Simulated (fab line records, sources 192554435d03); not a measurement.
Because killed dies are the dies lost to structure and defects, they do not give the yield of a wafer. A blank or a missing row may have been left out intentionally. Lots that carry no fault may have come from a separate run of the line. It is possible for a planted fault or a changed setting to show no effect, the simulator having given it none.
Chamber matching / flow n5_finfet / N5_FIN_CUT_ETCH_21 on rie_diel-02 has 4 sister chambers
The step etches SOC in N2/H2, target depth 219 nm, overetch 43.8 nm, time 523.5 s. 24 wafers are shown with their chamber, then 12 later ones without.

WAFERS, EACH WITH ITS CHAMBER
wafer=L074.2; chamber=1; drypump_motor_current_A (A)=5.6; showerhead_plenum_p_Torr (Torr)=2.45; throttle_valve_pct (%)=18.02
wafer=L074.5; chamber=2; drypump_motor_current_A (A)=6.1; showerhead_plenum_p_Torr (Torr)=2.49; throttle_valve_pct (%)=17.71
wafer=L074.6; chamber=3; drypump_motor_current_A (A)=5.9; showerhead_plenum_p_Torr (Torr)=2.45; throttle_valve_pct (%)=17.79
wafer=L080.3; chamber=3; drypump_motor_current_A (A)=5.9; showerhead_plenum_p_Torr (Torr)=2.45; throttle_valve_pct (%)=17.79
wafer=L080.5; chamber=0; drypump_motor_current_A (A)=4.8; showerhead_plenum_p_Torr (Torr)=2.61; throttle_valve_pct (%)=18.09
wafer=L080.6; chamber=3; drypump_motor_current_A (A)=5.9; showerhead_plenum_p_Torr (Torr)=2.45; throttle_valve_pct (%)=17.80
wafer=L082.1; chamber=2; drypump_motor_current_A (A)=6.0; showerhead_plenum_p_Torr (Torr)=2.49; throttle_valve_pct (%)=17.75
wafer=L082.2; chamber=0; drypump_motor_current_A (A)=4.8; showerhead_plenum_p_Torr (Torr)=2.61; throttle_valve_pct (%)=18.10
wafer=L082.3; chamber=3; drypump_motor_current_A (A)=5.9; showerhead_plenum_p_Torr (Torr)=2.45; throttle_valve_pct (%)=17.81
wafer=L082.4; chamber=1; drypump_motor_current_A (A)=5.6; showerhead_plenum_p_Torr (Torr)=2.45; throttle_valve_pct (%)=18.02
wafer=L082.5; chamber=0; drypump_motor_current_A (A)=4.8; showerhead_plenum_p_Torr (Torr)=2.61; throttle_valve_pct (%)=18.11
wafer=L082.6; chamber=1; drypump_motor_current_A (A)=5.6; showerhead_plenum_p_Torr (Torr)=2.45; throttle_valve_pct (%)=18.02
wafer=L083.1; chamber=3; drypump_motor_current_A (A)=5.9; showerhead_plenum_p_Torr (Torr)=2.44; throttle_valve_pct (%)=17.81
wafer=L083.4; chamber=1; drypump_motor_current_A (A)=5.6; showerhead_plenum_p_Torr (Torr)=2.45; throttle_valve_pct (%)=18.02
wafer=L083.6; chamber=0; drypump_motor_current_A (A)=4.8; showerhead_plenum_p_Torr (Torr)=2.61; throttle_valve_pct (%)=18.12
wafer=L087.1; chamber=0; drypump_motor_current_A (A)=4.8; showerhead_plenum_p_Torr (Torr)=2.61; throttle_valve_pct (%)=18.13
wafer=L087.2; chamber=3; drypump_motor_current_A (A)=5.9; showerhead_plenum_p_Torr (Torr)=2.44; throttle_valve_pct (%)=17.83
wafer=L087.3; chamber=1; drypump_motor_current_A (A)=5.6; showerhead_plenum_p_Torr (Torr)=2.44; throttle_valve_pct (%)=18.06
wafer=L087.4; chamber=2; drypump_motor_current_A (A)=6.1; showerhead_plenum_p_Torr (Torr)=2.48; throttle_valve_pct (%)=17.76
wafer=L087.5; chamber=2; drypump_motor_current_A (A)=6.1; showerhead_plenum_p_Torr (Torr)=2.48; throttle_valve_pct (%)=17.75
wafer=L087.6; chamber=1; drypump_motor_current_A (A)=5.6; showerhead_plenum_p_Torr (Torr)=2.44; throttle_valve_pct (%)=18.04
wafer=L088.1; chamber=3; drypump_motor_current_A (A)=5.9; showerhead_plenum_p_Torr (Torr)=2.44; throttle_valve_pct (%)=17.84
wafer=L088.2; chamber=0; drypump_motor_current_A (A)=4.8; showerhead_plenum_p_Torr (Torr)=2.61; throttle_valve_pct (%)=18.13
wafer=L088.3; chamber=3; drypump_motor_current_A (A)=5.9; showerhead_plenum_p_Torr (Torr)=2.44; throttle_valve_pct (%)=17.81

SIGNATURES, as means of the wafers listed above
reading=drypump_motor_current_A; chamber 0=4.800; chamber 1=5.600; chamber 2=6.075; chamber 3=5.900; scatter within a chamber=0.0194
reading=showerhead_plenum_p_Torr; chamber 0=2.6100; chamber 1=2.4467; chamber 2=2.4850; chamber 3=2.4450; scatter within a chamber=0.00465
reading=throttle_valve_pct; chamber 0=18.1133; chamber 1=18.0300; chamber 2=17.7425; chamber 3=17.8100; scatter within a chamber=0.0179
Rule: for each reading, subtract the chamber's mean from the wafer's reading, divide by that reading's scatter and square the result; add these up over the readings and take the root, which gives the wafer's distance from the chamber. If the next closest chamber is less than 2 further off than the closest, the wafer can't be placed; otherwise it belongs to the closest. The scatter is the square root of a quotient: the sum, over the shown wafers, of each reading's squared deviation from its chamber's mean, divided by wafers minus chambers.

WAFERS MISSING THEIR CHAMBER
wafer=L088.4; drypump_motor_current_A (A)=4.8; showerhead_plenum_p_Torr (Torr)=2.61; throttle_valve_pct (%)=18.12
wafer=L088.5; drypump_motor_current_A (A)=4.8; showerhead_plenum_p_Torr (Torr)=2.61; throttle_valve_pct (%)=18.13
wafer=L088.6; drypump_motor_current_A (A)=5.9; showerhead_plenum_p_Torr (Torr)=2.44; throttle_valve_pct (%)=17.81
wafer=L093.1; drypump_motor_current_A (A)=4.8; showerhead_plenum_p_Torr (Torr)=2.60; throttle_valve_pct (%)=18.14
wafer=L093.3; drypump_motor_current_A (A)=6.1; showerhead_plenum_p_Torr (Torr)=2.48; throttle_valve_pct (%)=17.79
wafer=L093.5; drypump_motor_current_A (A)=6.1; showerhead_plenum_p_Torr (Torr)=2.48; throttle_valve_pct (%)=17.79
wafer=L095.1; drypump_motor_current_A (A)=5.6; showerhead_plenum_p_Torr (Torr)=2.44; throttle_valve_pct (%)=18.05
wafer=L095.2; drypump_motor_current_A (A)=5.9; showerhead_plenum_p_Torr (Torr)=2.43; throttle_valve_pct (%)=17.85
wafer=L095.4; drypump_motor_current_A (A)=6.1; showerhead_plenum_p_Torr (Torr)=2.48; throttle_valve_pct (%)=17.79
wafer=L096.1; drypump_motor_current_A (A)=4.8; showerhead_plenum_p_Torr (Torr)=2.60; throttle_valve_pct (%)=18.16
wafer=L096.2; drypump_motor_current_A (A)=5.6; showerhead_plenum_p_Torr (Torr)=2.44; throttle_valve_pct (%)=18.06
wafer=L096.3; drypump_motor_current_A (A)=5.9; showerhead_plenum_p_Torr (Torr)=2.43; throttle_valve_pct (%)=17.86

THE CHAMBER EACH PASSED THROUGH
wafer=L088.4; from the rows above=0; in truth=0
wafer=L088.5; from the rows above=0; in truth=0
wafer=L088.6; from the rows above=3; in truth=3
wafer=L093.1; from the rows above=0; in truth=0
wafer=L093.3; from the rows above=2; in truth=2
wafer=L093.5; from the rows above=2; in truth=2
wafer=L095.1; from the rows above=1; in truth=1
wafer=L095.2; from the rows above=3; in truth=3
wafer=L095.4; from the rows above=2; in truth=2
wafer=L096.1; from the rows above=0; in truth=0
wafer=L096.2; from the rows above=1; in truth=1
wafer=L096.3; from the rows above=3; in truth=3
Placed correctly: 12 of 12. Not placeable from these rows: 0. 0 placed wrongly.
